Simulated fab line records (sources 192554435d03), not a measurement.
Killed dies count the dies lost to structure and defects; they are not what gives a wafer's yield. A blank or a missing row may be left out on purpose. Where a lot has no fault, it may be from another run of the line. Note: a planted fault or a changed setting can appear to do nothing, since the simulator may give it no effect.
A struck lot beside a sound one / flow n5Finfet / 40 out of 1938 route steps
Sound: these wafers, L319.2, L319.4, L319.5. Struck: wafer L328.5. (L328.6 of the same lot was not struck and is left out.) The cause comes at the end.
At each step with rows: each side's tool, then ch and its chambers, then its first start. Under that, the readings that differ: sound wafers / struck wafers / difference of the means / sigmas: that difference in standard deviations of wafers without a fault.
alike: same words and numbers on both sides, and readings whose means sit less than 2 such deviations apart. not compared: any withheld reading, any reading some wafer has no value for, any bound like >300 that may hide the same value, and any number with overlapping values for which the record gives no deviation.
A row with sigmas, a row that says differs or no value, or rows on one side alone: a step with any of these is where the two part. Numbers that don't overlap but have no deviation are shown without sigmas and don't part them. A reading that every wafer of one side lacks parts them only if that side has two wafers or more.

first, 8 steps without rows for these wafers: N5_BEOL_M0_ANNEAL_119 (time 90 s); N5_BEOL_M0_CMP_120 (polishes, stops on SiOC, t overpolish 6.9 s); N5_BEOL_M0_PRE_CLEAN_131 (time 15 s); N5_BEOL_M0_CO_CAP_123 (material Co, precursor CCTBA/H2, target thk 2 nm, time 102.1 s); N5_BEOL_M0_PRE_CLEAN_124 (time 15 s); N5_BEOL_M0_DEP_125 (deposits SiCN from 3MS/NH3, target thk 8 nm, time 14 s); N5_BEOL_M1_ILD_DEP_00 (deposits SiOC from DEMS/O2, target thk 79 nm, time 15.3 s); N5_BEOL_M1_PECVD_72 (deposits SiO2 from TEOS/O2, target thk 16 nm, time 18 s).
N5_BEOL_M1_HM_DEP_02: deposits TiN, target thk 20 nm.
  sound: pvdSputter-01 at day 6 09:08; struck: pvdSputter-01 at day 8 03:59
reading=model.TiN_of_BEOL_M1_HM_DEP_02.thkNm (nm); sound=20.2 20.4 20; struck=29.6; difference=+9.4; sigmas=
  alike: throttleValvePct
then, 16 steps without rows for these wafers: N5_BEOL_M1_COAT_61 (time 60 s, resist thk 60 nm); N5_BEOL_M1_COAT_62 (time 60 s, resist thk 12 nm); N5_BEOL_M1_COAT_73 (time 60 s, resist thk 5 nm); N5_BEOL_M1_COAT_05 (resist thk 30 nm); N5_BEOL_M1_EBR_07; N5_BEOL_M1_SOFTBAKE_06 (time 60 s); N5_BEOL_M1_EXPOSE_08 (exposes mask M1); N5_BEOL_M1_PEB_09 (peb time 60 s); N5_BEOL_M1_DEVELOP_10 (develop time 30 s); N5_BEOL_M1_DESCUM_16 (chemistry O2, time 7 s); N5_BEOL_M1_ETCH_74 (etches underlayer in N2/H2, target depth 6.5 nm, time 5.2 s); N5_BEOL_M1_ETCH_63 (etches SiARC in CF4, target depth 15.6 nm, time 26 s); N5_BEOL_M1_ETCH_64 (etches SOC in N2/H2, target depth 75 nm, overetch 15 nm, time 112.5 s); N5_BEOL_M1_STRIP_65 (strips in N2/H2); N5_BEOL_M1_STRIP_75 (strips in N2/H2); N5_BEOL_M1_STRIP_66 (strips in CF4).
N5_BEOL_M1_HM_OPEN_17: chemistry Cl2/BCl3, target TiN, target depth 20 nm, overetch 6 nm.
  sound on rieMetal-01 ch 0, day 6 09:53; struck on rieMetal-03 ch 1, day 8 05:15
reading=model.etch.depthNm (nm); sound=20.12 20.32 19.95; struck=26.66; difference=+6.53; sigmas=
  alike: chamberPressureMTorr, drypumpMotorCurrentA, oesProductAu, throttleValvePct
  not compared: rfHoursCounterH
then, 8 steps without rows for these wafers: N5_BEOL_M1_STRIP_19 (strips in O2); N5_BEOL_M1_COAT_67 (time 60 s, resist thk 60 nm); N5_BEOL_M1_COAT_68 (time 60 s, resist thk 12 nm); N5_BEOL_M1_COAT_76 (time 60 s, resist thk 5 nm); N5_BEOL_M1_COAT_22 (resist thk 30 nm); N5_BEOL_M1_EBR_24; N5_BEOL_M1_SOFTBAKE_23 (time 60 s); N5_BEOL_M1_EXPOSE_25 (exposes mask V0, defocus 5 nm, target cd 24 nm).
N5_BEOL_M1_TRENCH_ETCH_37: etches SiOC in C4F6/O2, target depth 55.207 nm, time 29 s.
  sound on rieDiel-02 ch 0,3; struck on rieDiel-06 ch 0
reading=model.TiN_of_BEOL_M1_HM_DEP_02.thkNm (nm); sound=17.8 18 17.6; struck=27.4; difference=+9.6; sigmas=
  alike: chamberPressureMTorr, drypumpMotorCurrentA, oes_o_777_au, oesProductAu, rfVppV, showerheadPlenumPTorr, throttleValvePct
  not compared: rfHoursCounterH
N5_BEOL_M1_OCD_MEAS_38:
  sound: ocd-02 at day 6 14:44; struck: ocd-02 at day 9 04:26
reading=trenchDepthNm (nm); sound=56.6 56.4 57.3; struck=16.7; difference=-40.1; sigmas=-36
N5_BEOL_M1_THK_MEAS_53: measures by xrf.
  sound: filmMetro-01 at day 6 20:20; struck: filmMetro-02 at day 9 08:08
  not compared: M1_THK
N5_BEOL_M1_RS_MEAS_58: the measuring method here is four-point-probe.
  sound: filmMetro-01 at day 6 20:36; struck: filmMetro-01 at day 9 08:27
  not compared: M1_RS
N5_BEOL_M4_RC_MEAS_101:
  the record has rows for the sound wafers here (prober-02 ch 0, day 8 14:52) and none for the struck ones
-- here the record skips 6 days between the struck wafers' starts before and after, leaving off in module BEOL_M4 and picking up in module PASSIVATION (first step shown: number 1936 of the route) --
N5_PASSIVATION_PROBE_49:
  record: rows for the struck wafers here (prober-01, day 15 11:16), none for the sound ones

## WHERE THEY PART
At N5_BEOL_M1_OCD_MEAS_38 first; at N5_PASSIVATION_PROBE_49 last (within this record only).

WHY: what the simulator had put in
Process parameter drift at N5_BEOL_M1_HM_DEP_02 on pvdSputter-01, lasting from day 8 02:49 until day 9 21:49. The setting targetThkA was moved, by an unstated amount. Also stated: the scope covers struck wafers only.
